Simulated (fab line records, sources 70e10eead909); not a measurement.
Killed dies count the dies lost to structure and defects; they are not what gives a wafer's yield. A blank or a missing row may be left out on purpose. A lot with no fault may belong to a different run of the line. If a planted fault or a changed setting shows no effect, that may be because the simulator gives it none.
A lot that was struck, set against a sound lot    flow nand_harc    15 out of 1302 route steps
Sound: wafers L509.1, L509.3, L509.6. Struck: wafers L527.1, L527.5. (L527.6 of the same lot was not struck and is left out.) The cause comes at the end.
Per side, at each step with rows, come the tool, then ch with its chambers, and then its first start. Under that, the readings that differ: sound wafers    struck wafers    difference of the means    sigmas: that difference in standard deviations of wafers without a fault.
alike: words and numbers the same on both sides, and readings whose means are apart by under 2 such deviations; not compared: readings that were withheld, readings missing a value for some wafer, numbers with overlapping values and no deviation given by the record, and bounds like >300 which may hide the same value.
A row with sigmas, a row that says differs or no value, or rows on one side alone: a step with any of these is where the two part. When numbers do not overlap yet have no deviation, they are printed without sigmas and do not part them. A reading missing from all wafers of one side parts the sides only when that side holds two or more wafers.

first, 7 steps without rows for these wafers: NHARC_A_BONDPAD_COAT_33 (time 65 s); NHARC_A_BONDPAD_COAT_03 (resist thk 600 nm); NHARC_A_BONDPAD_SOFTBAKE_04 (time 70 s); NHARC_A_BONDPAD_EBR_05; NHARC_A_BONDPAD_EXPOSE_06 (exposes mask A BPAD); NHARC_A_BONDPAD_PEB_07 (peb time 80 s); NHARC_A_BONDPAD_DEVELOP_08 (time 50 s).
NHARC_A_BONDPAD_CD_MEAS_09 targets a cd of 500 nm.
  sound on cd_sem-01 ch 0, day 23 12:27; struck on cd_sem-01 ch 0, day 30 19:59
  alike: cd_nm
NHARC_A_BONDPAD_OVL_MEAS_35:
  sound on overlay-01, day 23 12:32; struck on overlay-02, day 30 20:04
  alike: overlay_x_nm, overlay_y_nm
then, 1 step without rows for these wafers: NHARC_A_BONDPAD_HARDBAKE_10 (time 65 s).
NHARC_A_BONDPAD_DESCUM_11: chemistry O2, time 3 s.
  sound on rie_diel-07 ch 0,1, day 23 12:40; struck on rie_diel-06 ch 0,3, day 30 20:12
reading                          sound           struck     difference  sigmas
showerhead_plenum_p_Torr (Torr)  1.90 2.00 2.00  1.85 1.80  -0.14       -2
  alike: drypump_motor_current_A, oes_product_au, rf_vpp_V, throttle_valve_pct
  not compared: rf_hours_counter_h
NHARC_A_BONDPAD_ETCH_34: etches the open film in N2/H2, target depth 60 nm, overetch 18 nm, time 65.91 s.
  sound on rie_diel-07 ch 1,2,3, day 23 12:49; struck on rie_diel-06 ch 2,3, day 30 20:18
  alike: bias_w, drypump_motor_current_A, oes_product_au, rf_vpp_V, run_length_s, showerhead_plenum_p_Torr, throttle_valve_pct
  not compared: rf_hours_counter_h
NHARC_A_BONDPAD_ETCH_12: etches the open film in CHF3/O2, target depth 220 nm, time 110 s.
  sound on rie_diel-07 ch 1,2,3, day 23 12:54; struck on rie_diel-06 ch 0,3, day 30 20:25
reading           sound              struck       difference                     sigmas
bias_w (W)        200.2 199.8 199.6  - -          no value on the struck wafers  
run_length_s (s)  130.8 131.5 131.5  116.6 117.0  -14.5                          -40
  alike: drypump_motor_current_A, oes_product_au, rf_vpp_V, showerhead_plenum_p_Torr, throttle_valve_pct
  not compared: rf_hours_counter_h
NHARC_A_BONDPAD_CD_MEAS_13:
  sound on cd_sem-02, day 23 13:02; struck on cd_sem-01, day 30 20:33
  alike: cd_nm
NHARC_END_SORT_01:
  sound on prober-02 ch 0, day 24 18:32; struck on prober-02 ch 0, day 32 00:25
reading                   sound           struck   difference  sigmas
defect_limited_yield (%)  88.0 87.4 86.6  0 0.3    -87         -34
killed_at_array           78 76 86        667 667  +587        +35
killed_dies               81 85 91        677 675  +590        +33
  alike: killed_at_other, killed_at_periphery, killed_open, killed_short

== WHERE THEY PART ==
Last at NHARC_END_SORT_01 as far as this record goes, first at NHARC_A_BONDPAD_DESCUM_11.

WHY: what the simulator had put in
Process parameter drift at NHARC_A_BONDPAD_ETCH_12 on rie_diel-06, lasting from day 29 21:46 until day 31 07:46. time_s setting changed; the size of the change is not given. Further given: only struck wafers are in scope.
